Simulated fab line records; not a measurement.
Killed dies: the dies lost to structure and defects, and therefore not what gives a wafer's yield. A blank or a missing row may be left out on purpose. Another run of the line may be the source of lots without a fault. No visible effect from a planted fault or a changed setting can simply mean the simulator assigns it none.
Chamber matching || flow n5-finfet || N5_BEOL_M12_ETCH_67 on rie-diel-02 has 4 sister chambers
The step etches SiARC in CF4, target depth 143 nm, time 238.3 s. 20 wafers are shown with their chamber, then 10 later ones without.

== EACH WAFER AND ITS CHAMBER ==
{"wafer": "L075.2", "chamber": 1, "drypump-motor-current-A (A)": 5.5, "throttle-valve-pct (%)": 16.12, "showerhead-plenum-p-Torr (Torr)": 2.21}
{"wafer": "L075.4", "chamber": 0, "drypump-motor-current-A (A)": 6.0, "throttle-valve-pct (%)": 15.36, "showerhead-plenum-p-Torr (Torr)": 2.15}
{"wafer": "L075.6", "chamber": 0, "drypump-motor-current-A (A)": 6.0, "throttle-valve-pct (%)": 15.39, "showerhead-plenum-p-Torr (Torr)": 2.15}
{"wafer": "L078.1", "chamber": 2, "drypump-motor-current-A (A)": 6.2, "throttle-valve-pct (%)": 15.19, "showerhead-plenum-p-Torr (Torr)": 2.15}
{"wafer": "L078.2", "chamber": 1, "drypump-motor-current-A (A)": 5.5, "throttle-valve-pct (%)": 16.12, "showerhead-plenum-p-Torr (Torr)": 2.21}
{"wafer": "L078.5", "chamber": 2, "drypump-motor-current-A (A)": 6.2, "throttle-valve-pct (%)": 15.18, "showerhead-plenum-p-Torr (Torr)": 2.15}
{"wafer": "L079.1", "chamber": 0, "drypump-motor-current-A (A)": 6.0, "throttle-valve-pct (%)": 15.40, "showerhead-plenum-p-Torr (Torr)": 2.15}
{"wafer": "L079.3", "chamber": 2, "drypump-motor-current-A (A)": 6.2, "throttle-valve-pct (%)": 15.18, "showerhead-plenum-p-Torr (Torr)": 2.15}
{"wafer": "L079.5", "chamber": 1, "drypump-motor-current-A (A)": 5.5, "throttle-valve-pct (%)": 16.15, "showerhead-plenum-p-Torr (Torr)": 2.21}
{"wafer": "L082.3", "chamber": 0, "drypump-motor-current-A (A)": 6.0, "throttle-valve-pct (%)": 15.40, "showerhead-plenum-p-Torr (Torr)": 2.15}
{"wafer": "L082.4", "chamber": 2, "drypump-motor-current-A (A)": 6.2, "throttle-valve-pct (%)": 15.21, "showerhead-plenum-p-Torr (Torr)": 2.15}
{"wafer": "L082.6", "chamber": 3, "drypump-motor-current-A (A)": 5.5, "throttle-valve-pct (%)": 15.23, "showerhead-plenum-p-Torr (Torr)": 2.18}
{"wafer": "L083.1", "chamber": 2, "drypump-motor-current-A (A)": 6.1, "throttle-valve-pct (%)": 15.23, "showerhead-plenum-p-Torr (Torr)": 2.15}
{"wafer": "L083.4", "chamber": 3, "drypump-motor-current-A (A)": 5.5, "throttle-valve-pct (%)": 15.23, "showerhead-plenum-p-Torr (Torr)": 2.18}
{"wafer": "L083.5", "chamber": 0, "drypump-motor-current-A (A)": 6.0, "throttle-valve-pct (%)": 15.42, "showerhead-plenum-p-Torr (Torr)": 2.15}
{"wafer": "L085.3", "chamber": 3, "drypump-motor-current-A (A)": 5.5, "throttle-valve-pct (%)": 15.24, "showerhead-plenum-p-Torr (Torr)": 2.17}
{"wafer": "L085.5", "chamber": 0, "drypump-motor-current-A (A)": 6.0, "throttle-valve-pct (%)": 15.42, "showerhead-plenum-p-Torr (Torr)": 2.15}
{"wafer": "L085.6", "chamber": 2, "drypump-motor-current-A (A)": 6.2, "throttle-valve-pct (%)": 15.21, "showerhead-plenum-p-Torr (Torr)": 2.14}
{"wafer": "L089.1", "chamber": 3, "drypump-motor-current-A (A)": 5.5, "throttle-valve-pct (%)": 15.25, "showerhead-plenum-p-Torr (Torr)": 2.17}
{"wafer": "L089.2", "chamber": 2, "drypump-motor-current-A (A)": 6.2, "throttle-valve-pct (%)": 15.22, "showerhead-plenum-p-Torr (Torr)": 2.14}

SIGNATURES, as means of the wafers listed above
{"reading": "drypump-motor-current-A", "chamber 0": 6.000, "chamber 1": 5.500, "chamber 2": 6.186, "chamber 3": 5.500, "scatter within a chamber": 0.0231}
{"reading": "throttle-valve-pct", "chamber 0": 15.3983, "chamber 1": 16.1300, "chamber 2": 15.2029, "chamber 3": 15.2375, "scatter within a chamber": 0.0189}
{"reading": "showerhead-plenum-p-Torr", "chamber 0": 2.1500, "chamber 1": 2.2100, "chamber 2": 2.1471, "chamber 3": 2.1750, "scatter within a chamber": 0.0039}
Rule: distance of a wafer from a chamber = root of the sum over the readings of ((wafer's reading minus chamber's mean) / reading's scatter) squared. The wafer belongs to the nearest chamber; if the next one is less than 2 further off, it can't be placed. The scatter is the square root of a quotient: the sum, over the shown wafers, of each reading's squared deviation from its chamber's mean, divided by wafers minus chambers.

== WAFERS WITH NO CHAMBER GIVEN ==
{"wafer": "L089.6", "drypump-motor-current-A (A)": 6.1, "throttle-valve-pct (%)": 15.24, "showerhead-plenum-p-Torr (Torr)": 2.14}
{"wafer": "L087.1", "drypump-motor-current-A (A)": 5.5, "throttle-valve-pct (%)": 15.70, "showerhead-plenum-p-Torr (Torr)": 2.20}
{"wafer": "L087.2", "drypump-motor-current-A (A)": 5.5, "throttle-valve-pct (%)": 15.26, "showerhead-plenum-p-Torr (Torr)": 2.17}
{"wafer": "L087.5", "drypump-motor-current-A (A)": 6.2, "throttle-valve-pct (%)": 15.25, "showerhead-plenum-p-Torr (Torr)": 2.14}
{"wafer": "L090.1", "drypump-motor-current-A (A)": 6.2, "throttle-valve-pct (%)": 15.24, "showerhead-plenum-p-Torr (Torr)": 2.14}
{"wafer": "L090.4", "drypump-motor-current-A (A)": 5.5, "throttle-valve-pct (%)": 15.26, "showerhead-plenum-p-Torr (Torr)": 2.17}
{"wafer": "L090.5", "drypump-motor-current-A (A)": 5.5, "throttle-valve-pct (%)": 15.71, "showerhead-plenum-p-Torr (Torr)": 2.20}
{"wafer": "L092.2", "drypump-motor-current-A (A)": 6.0, "throttle-valve-pct (%)": 15.45, "showerhead-plenum-p-Torr (Torr)": 2.14}
{"wafer": "L092.3", "drypump-motor-current-A (A)": 5.5, "throttle-valve-pct (%)": 15.71, "showerhead-plenum-p-Torr (Torr)": 2.20}
{"wafer": "L092.6", "drypump-motor-current-A (A)": 5.5, "throttle-valve-pct (%)": 15.70, "showerhead-plenum-p-Torr (Torr)": 2.20}

== CHAMBER TAKEN BY EACH ==
{"wafer": "L089.6", "from the rows above": 2, "in truth": 2}
{"wafer": "L087.1", "from the rows above": 1, "in truth": 1}
{"wafer": "L087.2", "from the rows above": 3, "in truth": 3}
{"wafer": "L087.5", "from the rows above": 2, "in truth": 2}
{"wafer": "L090.1", "from the rows above": 2, "in truth": 2}
{"wafer": "L090.4", "from the rows above": 3, "in truth": 3}
{"wafer": "L090.5", "from the rows above": 1, "in truth": 1}
{"wafer": "L092.2", "from the rows above": 0, "in truth": 0}
{"wafer": "L092.3", "from the rows above": 1, "in truth": 1}
{"wafer": "L092.6", "from the rows above": 1, "in truth": 1}
Correct placement for 10 of the 10. From these rows, 0 cannot be placed. 0 placed wrongly.
